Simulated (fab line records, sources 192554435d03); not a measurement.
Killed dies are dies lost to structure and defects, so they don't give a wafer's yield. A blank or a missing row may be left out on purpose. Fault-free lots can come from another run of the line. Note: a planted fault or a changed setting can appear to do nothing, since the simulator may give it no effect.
Problem report in the 8D (eight disciplines) form, filled by code | flow n5-finfet | the parts of the form that need people (team, actions taken, sign-off) are left out

## 1. THE PROBLEM
Wafers without a fault read 1357.0 rpm, standard deviation 1.2; spin-speed-rpm at N5_WELL_APT_COAT_19 reads a mean of 1428.5 rpm on 6 wafers belonging to 2 lots. Relative to the usual mean, that is a shift of +60 standard deviations.
The step: resist thk 950 nm.
First observed at day 5 02:49: wafer L104.2, on litho-track-01. At this step, 18 wafers from 6 lots have a number in the record. Rule for "out" (also "out of limits"): further than 4 standard deviations from the usual mean. The other wafers with a number count as sound.

## 2. WHAT IT IS; WHAT IT IS NOT
question                    | is                     | is not
which readings at this step | spin-speed-rpm         | dispense-pressure-kPa
which lots                  | L104, L105             | L110, L111, L996, L999
which wafers of those lots  | all that have a number | -
read on which tools         | litho-track-01         | litho-track-02, litho-track-05
when                        | from day 5 02:49       | up to then (6 sound wafers); but 6 sound wafers of L110, L111 came after

## 3. THE SUSPECTS, EACH WITH WHAT RULES IT OUT
Counting: any tool at a process step up to the reading is kept as a suspect provided that every lot that is out went through it and no sound lot did after the first of them.
- litho-track-01 at N5_WELL_APT_COAT_19 (resist thk 950 nm): kept. It ran every lot that is out, first L104 (day 5 02:49), and no sound lot after that; its last sound lot up to then is L999 (day 3 20:31). Its own readings are out on those wafers: spin-speed-rpm.
Left after counting: litho-track-01 at N5_WELL_APT_COAT_19.

## 4. THE CAUSE (what the simulator had put in)
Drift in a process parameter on litho-track-01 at N5_WELL_APT_COAT_19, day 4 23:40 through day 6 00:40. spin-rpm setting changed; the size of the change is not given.
This tool alone remained once counting was done.

## 5. THE CHAIN OF EFFECTS, in route order
One row per reading whose mean, taken over the struck wafers that have a number, lies over 3 standard deviations from the usual. Only readings for which the record gives a usual standard deviation are gone through. hours: the time from each lot's start at the first step in this table that gives one to its start at this step, as a median over the lots. sigmas: the change in usual standard deviations.
hours | step                | reading        | usual      | on struck wafers | change | sigmas
0     | N5_WELL_APT_COAT_19 | spin-speed-rpm | 1357.0 rpm | 1428.5           | +71.5  | +60
Process steps it contains:
- N5_WELL_APT_COAT_19: resist thk 950 nm.
At these later measuring or inspecting steps, every struck wafer for which the step has a row has a number for every such reading, and none has moved that far: N5_WELL_APT_CD_MEAS_25, N5_WELL_APT_OVL_MEAS_26, N5_WELL_APT_INSPECT_27, N5_BEOL_M4_RC_MEAS_101.

## 6. HOW IT WOULD HAVE BEEN CAUGHT EARLIER
First out-of-limits reading in this record: day 5 02:49, which is 3 hours after fault onset at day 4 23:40.
